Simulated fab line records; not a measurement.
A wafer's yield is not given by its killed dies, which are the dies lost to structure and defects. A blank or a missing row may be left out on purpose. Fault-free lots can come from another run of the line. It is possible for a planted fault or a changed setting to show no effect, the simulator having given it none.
Split-lot study || flow n5_finfet || on a route of 1938 steps: 7 lots, 39 wafers read

THE SPLIT ITSELF
At N5_DUMMY_GATE_ETCH_31 (etches SiO2 in C4F6/O2, target depth 82.5 nm, time 27.5 s), the setting target_depth_a was moved away from the recipe's 825 angstrom on 12 of the 39 wafers read, by +5.1% to +11.1%. The other wafers ran this setting at the recipe's value.

Reading taken at the split's own step.

THE READING
SOC_of_DUMMY_GATE_COAT_34.thk_nm (the simulator's own value, which no gauge read), in nm, at N5_DUMMY_GATE_ETCH_31 (etches SiO2 in C4F6/O2, target depth 82.5 nm, time 27.5 s). The file gives no usual value for it. Across the 27 wafers here that went through the recipe, the average is 51.8 nm and the standard deviation 0.24 nm.

{"wafer": "L074.1", "tool, chamber at the split": "rie_diel-05, 3", "target_depth_a as run, angstrom": 825, "against the recipe": "recipe", "SOC_of_DUMMY_GATE_COAT_34.thk_nm, nm": 51.8, "against lot-mates on the recipe": "-"}
{"wafer": "L074.2", "tool, chamber at the split": "rie_diel-05, 0", "target_depth_a as run, angstrom": 825, "against the recipe": "recipe", "SOC_of_DUMMY_GATE_COAT_34.thk_nm, nm": 52.2, "against lot-mates on the recipe": "-"}
{"wafer": "L074.3", "tool, chamber at the split": "rie_diel-05, 2", "target_depth_a as run, angstrom": 825, "against the recipe": "recipe", "SOC_of_DUMMY_GATE_COAT_34.thk_nm, nm": 51.8, "against lot-mates on the recipe": "-"}
{"wafer": "L074.4", "tool, chamber at the split": "rie_diel-05, 1", "target_depth_a as run, angstrom": 825, "against the recipe": "recipe", "SOC_of_DUMMY_GATE_COAT_34.thk_nm, nm": 52, "against lot-mates on the recipe": "-"}
{"wafer": "L074.5", "tool, chamber at the split": "rie_diel-05, 1", "target_depth_a as run, angstrom": 825, "against the recipe": "recipe", "SOC_of_DUMMY_GATE_COAT_34.thk_nm, nm": 51.6, "against lot-mates on the recipe": "-"}
{"wafer": "L074.6", "tool, chamber at the split": "rie_diel-05, 0", "target_depth_a as run, angstrom": 825, "against the recipe": "recipe", "SOC_of_DUMMY_GATE_COAT_34.thk_nm, nm": 52, "against lot-mates on the recipe": "-"}
{"wafer": "L076.1", "tool, chamber at the split": "rie_diel-01, 0", "target_depth_a as run, angstrom": 825, "against the recipe": "recipe", "SOC_of_DUMMY_GATE_COAT_34.thk_nm, nm": 51.6, "against lot-mates on the recipe": "-"}
{"wafer": "L076.2", "tool, chamber at the split": "rie_diel-01, 1", "target_depth_a as run, angstrom": 895.5, "against the recipe": "+8.5%", "SOC_of_DUMMY_GATE_COAT_34.thk_nm, nm": 50.8, "against lot-mates on the recipe": -0.9}
{"wafer": "L076.3", "tool, chamber at the split": "rie_diel-01, 2", "target_depth_a as run, angstrom": 825, "against the recipe": "recipe", "SOC_of_DUMMY_GATE_COAT_34.thk_nm, nm": 51.6, "against lot-mates on the recipe": "-"}
{"wafer": "L076.4", "tool, chamber at the split": "rie_diel-01, 3", "target_depth_a as run, angstrom": 895.5, "against the recipe": "+8.5%", "SOC_of_DUMMY_GATE_COAT_34.thk_nm, nm": 51, "against lot-mates on the recipe": -0.7}
{"wafer": "L076.5", "tool, chamber at the split": "rie_diel-01, 3", "target_depth_a as run, angstrom": 825, "against the recipe": "recipe", "SOC_of_DUMMY_GATE_COAT_34.thk_nm, nm": 51.8, "against lot-mates on the recipe": "-"}
{"wafer": "L076.6", "tool, chamber at the split": "rie_diel-01, 2", "target_depth_a as run, angstrom": 895.5, "against the recipe": "+8.5%", "SOC_of_DUMMY_GATE_COAT_34.thk_nm, nm": 50.8, "against lot-mates on the recipe": -0.9}
{"wafer": "L079.1", "tool, chamber at the split": "rie_diel-01, 1", "target_depth_a as run, angstrom": 825, "against the recipe": "recipe", "SOC_of_DUMMY_GATE_COAT_34.thk_nm, nm": 52.4, "against lot-mates on the recipe": "-"}
{"wafer": "L079.2", "tool, chamber at the split": "rie_diel-01, 3", "target_depth_a as run, angstrom": 867.4, "against the recipe": "+5.1%", "SOC_of_DUMMY_GATE_COAT_34.thk_nm, nm": 51.8, "against lot-mates on the recipe": -0.3}
{"wafer": "L079.3", "tool, chamber at the split": "rie_diel-01, 2", "target_depth_a as run, angstrom": 867.4, "against the recipe": "+5.1%", "SOC_of_DUMMY_GATE_COAT_34.thk_nm, nm": 51.4, "against lot-mates on the recipe": -0.7}
{"wafer": "L079.4", "tool, chamber at the split": "rie_diel-01, 0", "target_depth_a as run, angstrom": 867.4, "against the recipe": "+5.1%", "SOC_of_DUMMY_GATE_COAT_34.thk_nm, nm": 51.6, "against lot-mates on the recipe": -0.5}
{"wafer": "L079.5", "tool, chamber at the split": "rie_diel-01, 0", "target_depth_a as run, angstrom": 825, "against the recipe": "recipe", "SOC_of_DUMMY_GATE_COAT_34.thk_nm, nm": 52, "against lot-mates on the recipe": "-"}
{"wafer": "L079.6", "tool, chamber at the split": "rie_diel-01, 1", "target_depth_a as run, angstrom": 825, "against the recipe": "recipe", "SOC_of_DUMMY_GATE_COAT_34.thk_nm, nm": 52, "against lot-mates on the recipe": "-"}
{"wafer": "L080.1", "tool, chamber at the split": "rie_diel-01, 2", "target_depth_a as run, angstrom": 916.3, "against the recipe": "+11.1%", "SOC_of_DUMMY_GATE_COAT_34.thk_nm, nm": 50.6, "against lot-mates on the recipe": -1.1}
{"wafer": "L080.2", "tool, chamber at the split": "rie_diel-01, 3", "target_depth_a as run, angstrom": 825, "against the recipe": "recipe", "SOC_of_DUMMY_GATE_COAT_34.thk_nm, nm": 51.6, "against lot-mates on the recipe": "-"}
{"wafer": "L080.3", "tool, chamber at the split": "rie_diel-01, 1", "target_depth_a as run, angstrom": 825, "against the recipe": "recipe", "SOC_of_DUMMY_GATE_COAT_34.thk_nm, nm": 51.6, "against lot-mates on the recipe": "-"}
{"wafer": "L080.4", "tool, chamber at the split": "rie_diel-01, 0", "target_depth_a as run, angstrom": 916.3, "against the recipe": "+11.1%", "SOC_of_DUMMY_GATE_COAT_34.thk_nm, nm": 50.8, "against lot-mates on the recipe": -0.9}
{"wafer": "L080.5", "tool, chamber at the split": "rie_diel-01, 1", "target_depth_a as run, angstrom": 916.3, "against the recipe": "+11.1%", "SOC_of_DUMMY_GATE_COAT_34.thk_nm, nm": 51, "against lot-mates on the recipe": -0.7}
{"wafer": "L080.6", "tool, chamber at the split": "rie_diel-01, 0", "target_depth_a as run, angstrom": 825, "against the recipe": "recipe", "SOC_of_DUMMY_GATE_COAT_34.thk_nm, nm": 52, "against lot-mates on the recipe": "-"}
{"wafer": "L086.1", "tool, chamber at the split": "rie_diel-05, 2", "target_depth_a as run, angstrom": 825, "against the recipe": "recipe", "SOC_of_DUMMY_GATE_COAT_34.thk_nm, nm": 52, "against lot-mates on the recipe": "-"}
{"wafer": "L086.2", "tool, chamber at the split": "rie_diel-05, 3", "target_depth_a as run, angstrom": 825, "against the recipe": "recipe", "SOC_of_DUMMY_GATE_COAT_34.thk_nm, nm": 52, "against lot-mates on the recipe": "-"}
{"wafer": "L086.4", "tool, chamber at the split": "rie_diel-05, 1", "target_depth_a as run, angstrom": 825, "against the recipe": "recipe", "SOC_of_DUMMY_GATE_COAT_34.thk_nm, nm": 51.8, "against lot-mates on the recipe": "-"}
{"wafer": "L088.1", "tool, chamber at the split": "rie_diel-04, 0", "target_depth_a as run, angstrom": 872.4, "against the recipe": "+5.7%", "SOC_of_DUMMY_GATE_COAT_34.thk_nm, nm": 50.8, "against lot-mates on the recipe": -1.1}
{"wafer": "L088.2", "tool, chamber at the split": "rie_diel-04, 1", "target_depth_a as run, angstrom": 872.4, "against the recipe": "+5.7%", "SOC_of_DUMMY_GATE_COAT_34.thk_nm, nm": 51, "against lot-mates on the recipe": -0.9}
{"wafer": "L088.3", "tool, chamber at the split": "rie_diel-04, 3", "target_depth_a as run, angstrom": 825, "against the recipe": "recipe", "SOC_of_DUMMY_GATE_COAT_34.thk_nm, nm": 51.8, "against lot-mates on the recipe": "-"}
{"wafer": "L088.4", "tool, chamber at the split": "rie_diel-04, 0", "target_depth_a as run, angstrom": 825, "against the recipe": "recipe", "SOC_of_DUMMY_GATE_COAT_34.thk_nm, nm": 51.8, "against lot-mates on the recipe": "-"}
{"wafer": "L088.5", "tool, chamber at the split": "rie_diel-04, 3", "target_depth_a as run, angstrom": 825, "against the recipe": "recipe", "SOC_of_DUMMY_GATE_COAT_34.thk_nm, nm": 52, "against lot-mates on the recipe": "-"}
{"wafer": "L088.6", "tool, chamber at the split": "rie_diel-04, 1", "target_depth_a as run, angstrom": 872.4, "against the recipe": "+5.7%", "SOC_of_DUMMY_GATE_COAT_34.thk_nm, nm": 51, "against lot-mates on the recipe": -0.9}
{"wafer": "L094.1", "tool, chamber at the split": "rie_diel-05, 0", "target_depth_a as run, angstrom": 825, "against the recipe": "recipe", "SOC_of_DUMMY_GATE_COAT_34.thk_nm, nm": 51.6, "against lot-mates on the recipe": "-"}
{"wafer": "L094.2", "tool, chamber at the split": "rie_diel-05, 1", "target_depth_a as run, angstrom": 825, "against the recipe": "recipe", "SOC_of_DUMMY_GATE_COAT_34.thk_nm, nm": 51.6, "against lot-mates on the recipe": "-"}
{"wafer": "L094.3", "tool, chamber at the split": "rie_diel-05, 2", "target_depth_a as run, angstrom": 825, "against the recipe": "recipe", "SOC_of_DUMMY_GATE_COAT_34.thk_nm, nm": 51.6, "against lot-mates on the recipe": "-"}
{"wafer": "L094.4", "tool, chamber at the split": "rie_diel-05, 3", "target_depth_a as run, angstrom": 825, "against the recipe": "recipe", "SOC_of_DUMMY_GATE_COAT_34.thk_nm, nm": 51.6, "against lot-mates on the recipe": "-"}
{"wafer": "L094.5", "tool, chamber at the split": "rie_diel-05, 2", "target_depth_a as run, angstrom": 825, "against the recipe": "recipe", "SOC_of_DUMMY_GATE_COAT_34.thk_nm, nm": 51.4, "against lot-mates on the recipe": "-"}
{"wafer": "L094.6", "tool, chamber at the split": "rie_diel-05, 1", "target_depth_a as run, angstrom": 825, "against the recipe": "recipe", "SOC_of_DUMMY_GATE_COAT_34.thk_nm, nm": 51.4, "against lot-mates on the recipe": "-"}

THE FIT
A straight line over all 39 wafers: SOC_of_DUMMY_GATE_COAT_34.thk_nm changes by -0.0982 nm for each +1% of target_depth_a; r = -0.83; the points scatter about the line by 0.25 nm.
The same after taking each lot's own level away (the mean of its wafers on the recipe; 39 wafers): -0.0969 nm for each +1%; r = -0.90; scatter 0.18 nm.
On that fit, the largest move of target_depth_a shifts the reading by 1.1 nm.
From 51.53 to 52.13 nm: that is the span of the lots' own levels, equal to 2.5 times the standard deviation above.
So the lot-to-lot level changes the slope little: the two slopes agree.
Check: with one of the wafers moved furthest among these (+11.1%) left out of the fit, the line predicts -1.08 nm for it against its lot-mates. Against them it came out at -1.13 nm.

OTHER SPLITS ON THESE WAFERS
These wafers also went through other splits before the reading. Each is held against what the fit with the lots' levels taken away leaves over:
{"other split on the same wafers": "N5_DUMMY_GATE_HM_DEP_06 target_thk_a", "wafers away from the commonest value": 30, "r with SOC_of_DUMMY_GATE_COAT_34.thk_nm (lot level and that fit taken away)": "+0.14"}

THE WHOLE CHAIN: every reading that the file lists as answering this split, in the file's order
{"step": "N5_DUMMY_GATE_ETCH_31", "what it does": "etches SiO2 in C4F6/O2, target depth 82.5 nm, time 27.5 s", "reading": "etch.depth_nm (the simulator's own value, which no gauge read)", "change (the file's fit)": "+0.86 nm for each +1% of the setting", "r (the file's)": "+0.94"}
{"step": "N5_DUMMY_GATE_ETCH_31", "what it does": "etches SiO2 in C4F6/O2, target depth 82.5 nm, time 27.5 s", "reading": "SOC_of_DUMMY_GATE_COAT_34.thk_nm (the simulator's own value, which no gauge read)", "change (the file's fit)": "-0.0991 nm for each +1% of the setting", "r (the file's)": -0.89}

FILE'S OWN FIT
SOC_of_DUMMY_GATE_COAT_34.thk_nm changes by -0.0991 nm for each +1% of target_depth_a, r = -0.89.
